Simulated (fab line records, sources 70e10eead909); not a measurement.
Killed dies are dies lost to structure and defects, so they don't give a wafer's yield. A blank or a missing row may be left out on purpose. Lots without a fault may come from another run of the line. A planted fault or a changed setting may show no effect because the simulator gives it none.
A struck lot beside a sound one | flow nand_harc | 20 steps out of a route of 1302
Sound: wafers L658.1, L658.3, L658.5. Struck: wafer L663.5. (L663.3, L663.4 of the same lot were not struck and are left out.) The cause comes at the end.
At each step with rows: each side's tool, then ch and its chambers, then its first start. Under that, the readings that differ: sound wafers | struck wafers | difference of the means | sigmas: that difference in standard deviations of wafers without a fault.
alike: readings whose means differ by less than 2 such deviations, and words and numbers that are the same on both sides. not compared: withheld readings, readings that some wafer has no value for, bounds like >300 that may hide the same value, and numbers for which the record gives no deviation and whose values overlap.
The two part at a step that has a row with sigmas, a row that says differs or no value, or rows on one side only. Numbers that don't overlap but have no deviation are shown without sigmas and don't part them. A reading that every wafer of one side lacks parts them only if that side has two wafers or more.

first, 1 step without rows for these wafers: NHARC_A_CONTACT_SRD_22.
NHARC_A_CONTACT_INSPECT_23:
  sound on defect_inspect-01, day 23 02:17; struck on defect_inspect-01, day 25 12:35
  alike: raw_defect_count
then, 9 steps without rows for these wafers: NHARC_A_BLC_DEHYDRATE_00 (time 120 s); NHARC_A_BLC_HMDS_01 (time 30 s); NHARC_A_BLC_COAT_02 (time 75 s); NHARC_A_BLC_COAT_03 (time 65 s); NHARC_A_BLC_COAT_04 (resist thk 90 nm); NHARC_A_BLC_SOFTBAKE_05 (time 55 s); NHARC_A_BLC_EBR_06; NHARC_A_BLC_EXPOSE_07 (exposes mask A BLC, target cd 100 nm); NHARC_A_BLC_PEB_08 (peb time 65 s).
NHARC_A_BLC_DEVELOP_09: develop time 35 s.
  sound on litho_track-04 ch 0, day 23 02:00; struck on litho_track-06 ch 0, day 25 13:00
NHARC_A_BLC_CD_MEAS_10: target cd 100 nm.
  sound on cd_sem-02 ch 0, day 23 02:49; struck on cd_sem-02 ch 0, day 25 13:06
  reading    | sound            | struck | difference | sigmas
  cd_nm (nm) | 100.5 100.3 99.8 | 97.9   | -2.3       | -5
NHARC_A_BLC_OVL_MEAS_11:
  sound on overlay-02, day 23 02:53; struck on overlay-01, day 25 13:11
  alike: overlay_x_nm, overlay_y_nm
NHARC_A_BLC_INSPECT_12:
  sound on defect_inspect-02, day 23 02:56; struck on defect_inspect-02, day 25 13:13
  alike: raw_defect_count
NHARC_A_BLC_DESCUM_15: chemistry O2, time 3 s.
  sound on rie_diel-11 ch 0,2,3, day 23 03:00; struck on rie_diel-10 ch 2, day 25 13:17
  reading                | sound             | struck | difference | sigmas
  oes_product_au (a.u.)  | 1.015 0.997 1.018 | 0.988  | -0.022     | -3
  model.A_BLC.cd_nm (nm) | 99.93 100.3 99.82 | 98.44  | -1.58      |
  alike: drypump_motor_current_A, mfc_ar_sccm, rf_vpp_V, showerhead_plenum_p_Torr, throttle_valve_pct
  not compared: rf_hours_counter_h
NHARC_A_BLC_ETCH_16: etches the open film in CF4, target depth 39 nm, time 65 s.
  sound on rie_diel-11 ch 1,2,3, day 23 03:05; struck on rie_diel-10 ch 3, day 25 13:22
  alike: bias_w, drypump_motor_current_A, mfc_ar_sccm, oes_product_au, rf_vpp_V, showerhead_plenum_p_Torr, throttle_valve_pct
  not compared: rf_hours_counter_h
NHARC_A_BLC_ETCH_17: etches the open film in N2/H2, target depth 390 nm, time 609.38 s.
  sound on rie_diel-11 ch 1,2,3; struck on rie_diel-10 ch 3
  reading                | sound             | struck | difference | sigmas
  model.A_BLC.cd_nm (nm) | 99.34 99.14 101.7 | 98.67  | -1.39      |
  alike: bias_w, drypump_motor_current_A, mfc_ar_sccm, oes_product_au, rf_vpp_V, showerhead_plenum_p_Torr, throttle_valve_pct
  not compared: rf_hours_counter_h
NHARC_A_BLC_ETCH_18: etches the open film in C4F8/O2/Ar, target depth 910 nm.
  sound on rie_diel-11 ch 0,2,3; struck on rie_diel-10 ch 3
  alike: bias_w, oes_product_au, rf_vpp_V
  not compared: rf_hours_counter_h
NHARC_END_SORT_01:
  sound on prober-02 ch 0, day 24 17:46; struck on prober-01 ch 0, day 27 10:56
  reading         | sound    | struck | difference | sigmas
  killed_at_array | 36 32 31 | 79     | +46        | +2
  killed_dies     | 40 34 34 | 84     | +48        | +3
  alike: killed_at_other, killed_at_periphery, killed_open, killed_short

WHERE THEY PART
First at NHARC_A_BLC_CD_MEAS_10; last, within this record, at NHARC_END_SORT_01.

WHY: what the simulator had put in
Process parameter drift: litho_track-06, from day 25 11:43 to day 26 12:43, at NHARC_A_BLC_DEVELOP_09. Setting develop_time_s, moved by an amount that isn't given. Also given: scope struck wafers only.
